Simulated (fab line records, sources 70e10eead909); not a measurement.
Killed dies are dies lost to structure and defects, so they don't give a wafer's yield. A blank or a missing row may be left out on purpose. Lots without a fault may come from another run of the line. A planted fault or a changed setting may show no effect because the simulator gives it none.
fab line records | flow nand_harc
record lots=6 wafers=16 last_day=33
route steps=1302 shown A_BLC@1110 END@1302
lots that met no fault: from a run of the same line without faults
start_h: hours from the record's first day to the start of the lot's first wafer shown | wait_h: hours since the lot's step before | " the same as in the row above | L1.1+2: a row that stands for several wafers | - no value, or no start given | * or withheld: withheld | < > ~ a bound
route shown NAME@n: a module of which the file shows steps, and the number in the route of the first | usual: mean/standard deviation of fault-free wafers | same: alike in all rows | chamber/n: place in a boat | sites: the reading at each site | _std_site: their standard deviation | _edge_site: outer sites' mean less inner sites' | radius_mm: how far each site lies from the wafer's centre | mask NAME#n: copy n | behind: the tool/chamber that last shaped the wafer | hold: why the lot was held/for how many hours/how that ended | device: the transistor (n, p or np) that didn't switch | end of line: the same wafers' tests at the end of the route | a step without rows: its recipe alone | killed: dies lost to structure and defects at the first sort, not the wafer's yield | map: a wafer's dies, x killed, . not, _ none there
set.NAME: the setting as run; set.NAME@STEP: as run at that earlier step | model.NAME: the simulator's own value behind a step, which no gauge read
lots at some steps of the route; a table a step, a row a wafer
services: from which hour (start_h, from the record's first day; less than 0 if before it) a tool's chamber was out of use, for how many hours, and why
## steps
# step NHARC_A_BLC_COAT_03
# recipe temp_c=225 time_s=65
# step NHARC_A_BLC_COAT_04
# recipe spin_rpm=1500 resist_thk_nm=90
# step NHARC_A_BLC_SOFTBAKE_05
# recipe temp_c=105 time_s=55
# step NHARC_A_BLC_EBR_06
# step NHARC_A_BLC_EXPOSE_07
# recipe na=1.35 target_cd_nm=100 dose_mj=67.97 mask_id=A_BLC
# step NHARC_A_BLC_PEB_08
# recipe peb_temp_c=100 peb_time_s=65
# step NHARC_A_BLC_DEVELOP_09
# recipe develop_time_s=35 dev_temp_c=23
# step NHARC_A_BLC_CD_MEAS_10
# recipe target_cd_nm=100 landing_energy_ev=500
# usual cd_nm=99.9/0.57
# columns lot.wafer tool chamber start_h wait_h cd_nm
L883.2 cd_sem-03 0 513.61 - 100.4
L883.3 " 0 " " 100.1
L883.4 " 0 " " 99.7
L892.1 cd_sem-01 0 608.56 - 99.6
L892.6 " 0 " " 99.5
L894.3 cd_sem-03 0 628.53 - 100.4
L894.5 " 0 " " 100.6
L896.2 cd_sem-03 0 643.09 - 99.1
L896.3 " 0 " " 99.7
L896.5 " 0 " " 99.6
L902.1 cd_sem-03 0 708.57 - 99.9
L902.2 " 0 " " 99.1
L902.6 " 0 " " 99.9
L903.3 cd_sem-01 0 736.08 - 99.9
L903.4 " 0 " " 99.9
L903.6 " 0 " " 99.1
# step NHARC_A_BLC_OVL_MEAS_11
# usual overlay_x_nm=0.1/0.79 overlay_y_nm=0.1/0.91
# columns lot.wafer tool chamber start_h wait_h overlay_x_nm overlay_y_nm
L883.2 overlay-02 - 513.70 - 0.0 0.4
L883.3 " - " " 0.9 0.4
L883.4 " - " " 0.2 0.1
L892.1 overlay-02 - 608.64 - -0.7 -1.5
L892.6 " - " " -1.1 -1.4
L894.3 overlay-02 - 628.61 - -0.4 -0.9
L894.5 " - " " -0.4 -0.6
L896.2 overlay-02 - 643.17 - 0.4 1.1
L896.3 " - " " 0.1 1.0
L896.5 " - " " 0.2 0.7
L902.1 overlay-01 - 708.66 - 0.4 2.3
L902.2 " - " " 0.0 2.5
L902.6 " - " " -0.1 2.6
L903.3 overlay-01 - 736.16 - 0.6 0.8
L903.4 " - " " 0.6 0.2
L903.6 " - " " 0.7 0.0
# step NHARC_A_BLC_INSPECT_12
# usual raw_defect_count=80/32
# columns lot.wafer tool chamber start_h wait_h raw_defect_count
L883.2 defect_inspect-02 - 513.73 0.0 62
L883.3 " - " " 74
L883.4 " - " " 54
L892.1 defect_inspect-01 - 608.68 0.0 140
L892.6 " - " " 140
L894.3 defect_inspect-02 - 628.65 0.0 42
L894.5 " - " " 43
L896.2 defect_inspect-02 - 643.21 0.0 30
L896.3 " - " " 28
L896.5 " - " " 26
L902.1 defect_inspect-01 - 708.70 0.0 130
L902.2 " - " " 121
L902.6 " - " " 112
L903.3 defect_inspect-01 - 736.20 0.0 115
L903.4 " - " " 101
L903.6 " - " " 116
# step NHARC_A_BLC_DESCUM_15
# recipe time_s=3 o2_flow_sccm=200 ar_flow_sccm=0 bias_power_w=0 chemistry=O2
# usual chamber_pressure_mTorr=60.00/0.048 drypump_motor_current_A=5.8/0.46 oes_product_au=1.003/0.01 rf_vpp_V=57.9/0.82 showerhead_plenum_p_Torr=1.96/0.079 throttle_valve_pct=11.311/0.0089
# columns lot.wafer tool chamber start_h wait_h chamber_pressure_mTorr drypump_motor_current_A oes_product_au rf_hours_counter_h rf_vpp_V showerhead_plenum_p_Torr throttle_valve_pct
L883.3 rie_diel-06 3 513.79 0.1 60.00 5.3 1.005 2 57.2 2.01 11.306
L883.2 " 0 " " 59.97 6.5 0.983 2 58.4 1.84 11.306
L883.4 " 1 " " 60.06 5.7 0.984 2 59.8 2.02 11.322
L892.1 rie_diel-04 2 608.75 0.1 59.95 5.4 1.010 4 58.0 2.03 11.321
L892.6 " 1 " " 60.04 6.2 1.006 - 57.7 2.01 11.305
L894.3 rie_diel-04 1 628.71 0.1 60.09 6.2 0.999 4 58.8 2.00 11.318
L894.5 " 2 " " 59.94 5.4 0.999 - 58.8 2.02 11.309
L896.3 rie_diel-06 3 643.27 0.1 59.99 5.3 1.007 14 58.6 2.01 11.319
L896.2 " 2 " " 60.03 6.2 1.019 14 57.5 2.01 11.316
L896.5 " 3 " " 59.93 5.3 1.017 - 58.2 2.01 11.326
L902.2 rie_diel-04 1 708.76 0.1 59.99 6.2 1.002 10 58.8 2.00 11.311
L902.1 " 2 " " 59.86 5.4 0.999 10 59.5 2.02 11.294
L902.6 " 2 " " 60.03 5.4 1.002 - 58.4 2.02 11.317
L903.3 rie_diel-04 0 736.26 0.1 60.01 5.1 1.002 0 57.9 2.03 11.314
L903.4 " 2 " " 59.95 5.3 1.011 0 58.4 2.02 11.316
L903.6 " 0 " " 59.93 5.1 1.009 - 55.9 2.03 11.310
# step NHARC_A_BLC_ETCH_16
# recipe target_depth_a=390 over_etch_frac=0.3 time_s=65 ion_energy_ev=80 cf4_flow_sccm=150 ar_flow_sccm=0 rf_w=300 bias_w=100 chemistry=CF4
# usual chamber_pressure_mTorr=50.00/0.044 drypump_motor_current_A=5.8/0.45 oes_product_au=1.003/0.0096 rf_vpp_V=151.8/1.2 run_length_s=86.4/0.41 showerhead_plenum_p_Torr=1.81/0.066 throttle_valve_pct=13.284/0.0088
# columns lot.wafer tool chamber start_h wait_h chamber_pressure_mTorr drypump_motor_current_A oes_product_au rf_hours_counter_h rf_vpp_V run_length_s showerhead_plenum_p_Torr throttle_valve_pct
L883.4 rie_diel-06 2 513.88 0.1 49.95 6.1 1.010 2 151.1 86.4 1.85 13.282
L883.3 " 0 " " 50.03 6.5 1.001 2 150.0 86.7 1.70 13.272
L883.2 " 1 " " 49.96 5.7 0.977 2 151.8 86.3 1.86 13.267
L892.1 rie_diel-04 3 608.86 0.1 50.02 6.1 0.999 4 151.7 86.0 1.74 13.281
L892.6 " 1 " " 50.00 6.2 0.995 - 153.0 86.4 1.85 13.278
L894.3 rie_diel-04 3 628.81 0.1 49.99 6.1 0.995 6 149.8 85.7 1.74 13.275
L894.5 " 1 " " 49.98 6.2 1.001 - 152.8 86.1 1.85 13.283
L896.2 rie_diel-06 1 643.36 0.1 50.10 5.8 1.015 15 150.6 86.5 1.86 13.277
L896.3 " 3 " " 50.02 5.3 1.026 14 152.9 86.1 1.85 13.281
L896.5 " 0 " " 49.93 6.4 1.016 - 149.8 86.8 1.70 13.269
L902.1 rie_diel-04 1 708.84 0.1 49.98 6.2 0.996 10 152.7 86.4 1.85 13.265
L902.2 " 2 " " 50.01 5.4 1.002 10 152.1 86.4 1.86 13.291
L902.6 " 2 " " 49.92 5.4 0.999 - 152.6 86.3 1.86 13.288
L903.4 rie_diel-04 0 736.36 0.1 49.94 5.1 1.011 0 151.9 86.5 1.87 13.294
L903.3 " 1 " " 49.98 6.2 1.000 0 152.2 86.4 1.85 13.279
L903.6 " 3 " " 50.00 6.1 1.023 - 151.3 86.1 1.74 13.280
# step NHARC_A_BLC_ETCH_17
# recipe target_depth_a=3900 over_etch_frac=0.25 time_s=609.38 ion_energy_ev=200 n2_flow_sccm=150 h2_flow_sccm=150 ar_flow_sccm=0 rf_w=400 bias_w=150 chemistry=N2/H2
# usual chamber_pressure_mTorr=30.001/0.026 drypump_motor_current_A=5.8/0.44 oes_product_au=1.002/0.011 rf_vpp_V=432.1/2.5 run_length_s=630.8/0.41 showerhead_plenum_p_Torr=2.10/0.084 throttle_valve_pct=14.172/0.009
# columns lot.wafer tool chamber start_h wait_h chamber_pressure_mTorr drypump_motor_current_A oes_product_au rf_hours_counter_h rf_vpp_V run_length_s showerhead_plenum_p_Torr throttle_valve_pct
L883.3 rie_diel-06 2 514.02 - 30.041 6.2 1.018 2 432.7 630.8 2.15 14.175
L883.2 " 3 " " 30.001 5.3 1.020 2 432.1 630.5 2.15 14.174
L883.4 " 0 " " 29.977 6.5 0.993 2 428.2 631.6 1.96 14.167
L892.1 rie_diel-04 3 609.07 - 29.971 6.1 1.000 5 430.3 629.9 2.00 14.189
L892.6 " 1 " " 30.019 6.2 0.994 - 434.6 616.9 2.14 14.165
L894.3 rie_diel-04 2 628.93 - 30.026 5.4 0.994 5 434.1 631.1 2.16 14.176
L894.5 " 2 " " 30.010 5.4 1.001 - 432.6 616.4 2.16 14.154
L896.2 rie_diel-06 1 643.45 - 30.011 5.7 0.992 15 433.4 630.5 2.15 14.184
L896.3 " 3 " " 29.996 5.3 1.012 14 432.4 630.4 2.14 14.160
L896.5 " 1 " " 30.012 5.7 0.989 - 433.9 630.6 2.15 14.153
L902.2 rie_diel-06 3 708.98 - 29.996 5.3 1.014 3 434.1 630.3 2.14 14.186
L902.1 " 1 " " 29.987 5.8 0.999 4 432.0 630.5 2.15 14.180
L902.6 " 2 " " 29.991 6.2 1.011 - 434.0 631.2 2.14 14.174
L903.3 rie_diel-04 1 736.53 - 29.974 6.2 1.010 0 433.9 631.1 2.14 14.172
L903.4 " 2 " " 29.981 5.4 1.015 0 433.3 630.8 2.16 14.156
L903.6 " 3 " " 29.998 6.1 1.013 - 429.7 630.4 2.00 14.162
# step NHARC_A_BLC_ETCH_18
# recipe target_depth_a=9100 c4f8_flow_sccm=20 o2_flow_sccm=10 ar_flow_sccm=withheld rf_w=600 bias_w=1500 chemistry=C4F8/O2/Ar
# usual chamber_pressure_mTorr=24.999/0.025 oes_product_au=0.945/0.024 rf_vpp_V=981/5.6
# columns lot.wafer tool chamber start_h wait_h chamber_pressure_mTorr oes_product_au rf_hours_counter_h rf_vpp_V
L883.2 rie_diel-06 0 - - 24.998 0.962 2 973
L883.4 " 1 " " 24.999 0.972 2 986
L883.3 " 2 " " 25.019 0.990 2 986
L892.1 rie_diel-04 1 - - 25.007 0.949 3 983
L892.6 " 2 " " 25.062 0.963 - 986
L894.3 rie_diel-04 0 - - 24.974 0.916 5 986
L894.5 " 0 " " 25.001 0.917 - 987
L896.2 rie_diel-06 1 - - 24.978 0.925 15 985
L896.3 " 2 " " 25.011 0.940 14 985
L896.5 " 3 " " 24.981 0.940 - 984
L902.1 rie_diel-12 0 709.39 - 24.954 1.000 23 969
L902.2 " 2 " " 25.004 0.994 25 980
L902.6 " 0 " " 24.989 1.002 - 968
L903.3 rie_diel-04 3 - - 25.009 0.993 1 976
L903.4 " 1 " " 24.985 0.953 1 982
L903.6 " 3 " " 24.992 0.994 - 975
# step NHARC_END_SORT_01
# recipe temp_c=25
# usual killed_at_array=52/18 killed_at_other=1.2/1.5 killed_at_periphery=4/3.2 killed_dies=57/17 killed_open=3.1/1.9 killed_short=2.5/1.7
# same gross_dies=677
# columns lot.wafer tool chamber start_h wait_h killed_at_array killed_at_other killed_at_periphery killed_dies killed_open killed_short
L883.2 prober-02 0 555.54 2.8 32 6 1 39 5 0
L883.3 prober-02 0 556.34 3.1 31 1 1 33 1 2
L883.4 prober-02 0 557.14 3.4 37 5 3 45 2 1
L892.1 prober-02 0 654.82 2.5 88 0 3 91 6 4
L892.6 prober-02 0 658.78 4.0 89 0 3 92 2 2
L894.3 prober-01 0 674.25 3.1 29 0 6 35 3 0
L894.5 prober-01 0 675.89 3.8 36 0 4 40 5 4
L896.2 prober-01 0 686.31 2.8 28 0 13 41 2 2
L896.3 prober-01 0 687.11 3.1 23 0 14 37 2 3
L896.5 prober-01 0 688.72 3.7 27 1 13 41 3 2
L902.1 prober-01 0 754.24 2.6 77 1 3 81 4 0
L902.2 prober-01 0 755.02 2.8 77 4 6 87 2 5
L902.6 prober-01 0 758.18 3.9 76 3 4 83 3 6
L903.3 prober-02 0 783.13 3.1 53 1 9 63 3 3
L903.4 prober-02 0 783.94 3.4 61 3 7 71 3 4
L903.6 prober-02 0 785.56 4.0 75 3 6 84 3 1
# killed by level:class
L883.2 A_CHANNEL_HOLE_D1:chamber_film_flake=22 THIN_TSV:chamber_film_flake=6 A_CHANNEL_HOLE_D2:chamber_film_flake=4 A_ONON_D1:geometric_particle:open=1 A_CHANNEL_FILL_D2:geometric_particle:open=1 A_WL_FILL:geometric_particle:open=1 A_BLC:geometric_particle:open=1 A_M0:geometric_particle:open=1
L883.3 A_CHANNEL_HOLE_D1:chamber_film_flake=20 A_CHANNEL_HOLE_D2:chamber_film_flake=4 A_CONTACT:chamber_film_flake=2 A_CHANNEL_HOLE_D1:geometric_particle:short=1 A_DECK1_JOINT:geometric_particle:short=1 A_ONON_D2:geometric_particle:open=1 P_CONTACT:chamber_film_flake=1 A_CHANNEL_FILL_D2:chamber_film_flake=1
L883.4 A_CHANNEL_HOLE_D1:chamber_film_flake=29 THIN_TSV:chamber_film_flake=5 A_CHANNEL_HOLE_D2:chamber_film_flake=2 A_CHANNEL_FILL_D1:geometric_particle:short=1 A_CHANNEL_FILL_D1:geometric_particle:open=1 A_DECK1_JOINT:geometric_particle:open=1 P_ZERO_WELL:chamber_film_flake=1 P_GATE:chamber_film_flake=1
L892.1 A_SLIT:chamber_film_flake=32 A_CHANNEL_HOLE_D1:chamber_film_flake=25 A_CHANNEL_HOLE_D2:chamber_film_flake=15 A_STAIRCASE:chamber_film_flake=5 A_CHANNEL_FILL_D1:geometric_particle:open=2 A_ONON_D1:geometric_particle:short=1 A_DECK1_JOINT:geometric_particle:short=1 A_CHANNEL_HOLE_D2:geometric_particle:open=1
L892.6 A_SLIT:chamber_film_flake=34 A_CHANNEL_HOLE_D1:chamber_film_flake=29 A_CHANNEL_HOLE_D2:chamber_film_flake=13 A_STAIRCASE:chamber_film_flake=3 A_CHANNEL_FILL_D2:chamber_film_flake=2 A_CONTACT:chamber_film_flake=2 A_SOURCE_PLATE:geometric_particle:short=1 A_DECK1_JOINT:geometric_particle:short=1
L894.3 A_CHANNEL_HOLE_D2:chamber_film_flake=12 A_CHANNEL_HOLE_D1:chamber_film_flake=5 P_GATE:chamber_film_flake=3 P_M2:chamber_film_flake=3 A_CONTACT:chamber_film_flake=3 A_SLIT:chamber_film_flake=2 A_WL_FILL:chamber_film_flake=2 A_CHANNEL_FILL_D2:geometric_particle:open=1
L894.5 A_CHANNEL_HOLE_D2:chamber_film_flake=14 A_CHANNEL_HOLE_D1:chamber_film_flake=7 A_SLIT:chamber_film_flake=3 A_CONTACT:chamber_film_flake=2 P_STI:geometric_particle:open=1 P_M0:geometric_particle:open=1 A_ONON_D2:geometric_particle:open=1 A_ONON_D2:geometric_particle:short=1
L896.2 A_CHANNEL_HOLE_D1:chamber_film_flake=10 P_GATE:chamber_film_flake=4 P_M0:chamber_film_flake=4 A_WL_FILL:chamber_film_flake=4 A_SLIT:chamber_film_flake=3 P_BONDPAD:chamber_film_flake=3 A_DECK1_JOINT:chamber_film_flake=3 A_CONTACT:chamber_film_flake=2
L896.3 A_CHANNEL_HOLE_D1:chamber_film_flake=9 P_ZERO_WELL:chamber_film_flake=3 P_GATE:chamber_film_flake=3 P_M0:chamber_film_flake=3 A_SLIT:chamber_film_flake=3 A_CONTACT:chamber_film_flake=3 P_BONDPAD:chamber_film_flake=2 A_DECK1_JOINT:chamber_film_flake=2
L896.5 A_CHANNEL_HOLE_D1:chamber_film_flake=12 P_STI:chamber_film_flake=4 P_BONDPAD:chamber_film_flake=4 A_SLIT:chamber_film_flake=4 P_GATE:chamber_film_flake=3 A_CONTACT:chamber_film_flake=3 A_M0:geometric_particle:open=2 P_M0:chamber_film_flake=2
L902.1 A_SLIT:chamber_film_flake=28 A_CHANNEL_HOLE_D2:chamber_film_flake=23 A_CHANNEL_HOLE_D1:chamber_film_flake=10 A_CONTACT:chamber_film_flake=4 P_M1:chamber_film_flake=3 A_ZERO_WELL:chamber_film_flake=3 A_CHANNEL_FILL_D1:geometric_particle:open=2 A_DECK1_JOINT:chamber_film_flake=2
L902.2 A_CHANNEL_HOLE_D2:chamber_film_flake=31 A_SLIT:chamber_film_flake=24 A_CHANNEL_HOLE_D1:chamber_film_flake=9 A_CONTACT:chamber_film_flake=4 P_M1:chamber_film_flake=3 THIN_TSV:chamber_film_flake=3 P_STI:geometric_particle:short=1 P_M0:geometric_particle:open=1
L902.6 A_CHANNEL_HOLE_D2:chamber_film_flake=29 A_SLIT:chamber_film_flake=24 A_CHANNEL_HOLE_D1:chamber_film_flake=9 A_CONTACT:chamber_film_flake=3 A_CHANNEL_FILL_D1:geometric_particle:short=2 A_CHANNEL_FILL_D2:geometric_particle:short=2 P_M1:chamber_film_flake=2 A_STAIRCASE:chamber_film_flake=2
L903.3 A_SLIT:chamber_film_flake=22 A_CHANNEL_HOLE_D2:chamber_film_flake=20 P_GATE:chamber_film_flake=8 A_CONTACT:chamber_film_flake=3 A_ZERO_WELL:chamber_film_flake=2 P_CONTACT:geometric_particle:open=1 A_ONON_D1:geometric_particle:open=1 A_ONON_D1:geometric_particle:short=1
L903.4 A_CHANNEL_HOLE_D2:chamber_film_flake=23 A_SLIT:chamber_film_flake=17 P_GATE:chamber_film_flake=5 A_CONTACT:chamber_film_flake=4 A_STAIRCASE:chamber_film_flake=4 THIN_TSV:chamber_film_flake=3 A_DECK1_JOINT:geometric_particle:short=2 P_STI:chamber_film_flake=2
L903.6 A_CHANNEL_HOLE_D2:chamber_film_flake=31 A_SLIT:chamber_film_flake=29 A_CONTACT:chamber_film_flake=7 P_GATE:chamber_film_flake=5 THIN_TSV:chamber_film_flake=3 A_STAIRCASE:chamber_film_flake=3 P_M0:geometric_particle:open=1 A_CONTACT:geometric_particle:open=1
## services
# columns tool chamber start_h hours kind
rie_diel-06 1 498.65 4.1 repair
rie_diel-04 2 499.89 12.8 repair
rie_diel-04 3 500.92 15.8 repair
rie_diel-04 - 501.60 0.7 repair
rie_diel-04 0 510.92 - clean
rie_diel-04 1 510.92 - clean
rie_diel-12 0 526.03 5.7 repair
rie_diel-04 - 531.90 9.0 pm
rie_diel-04 0 531.90 9.0 vent_cycle
rie_diel-04 1 531.90 9.0 vent_cycle
rie_diel-04 2 531.90 9.0 vent_cycle
rie_diel-04 3 531.90 9.0 vent_cycle
rie_diel-12 0 536.48 5.4 repair
rie_diel-04 0 540.90 - clean
rie_diel-04 1 540.90 - clean
rie_diel-04 2 540.90 - clean
rie_diel-04 1 584.49 7.1 repair
rie_diel-12 - 590.55 0.9 repair
rie_diel-04 0 603.18 10.1 repair
rie_diel-12 - 625.27 9.0 pm
rie_diel-06 3 648.63 3.7 repair
rie_diel-06 - 661.23 9.0 pm
rie_diel-04 - 695.62 0.9 repair
rie_diel-04 - 708.90 9.0 pm
## key
first_sign step=NHARC_A_BLC_ETCH_17 reading=run_length_s direction=down sigmas=35 usual=* struck=*
effect none on later readings
met_at NHARC_A_BLC_ETCH_17
struck_wafers L892.6,L894.5
tester_left_out L892,L894
fault kind=process_parameter_drift tool=rie_diel-04 chamber=- onset_h=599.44 steps=NHARC_A_BLC_ETCH_17 channel=time_s offset=* shape=step end_h=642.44 scope=struck_wafers_only acts_in=* stated=*
# tester_left_out: of these lots the tester's yield and bins aren't shown, on N5 and GAA mostly nor the transistor test; their killed dies are dies lost to structure and defects alone, not to doping, threshold or leakage, so they don't give the yield
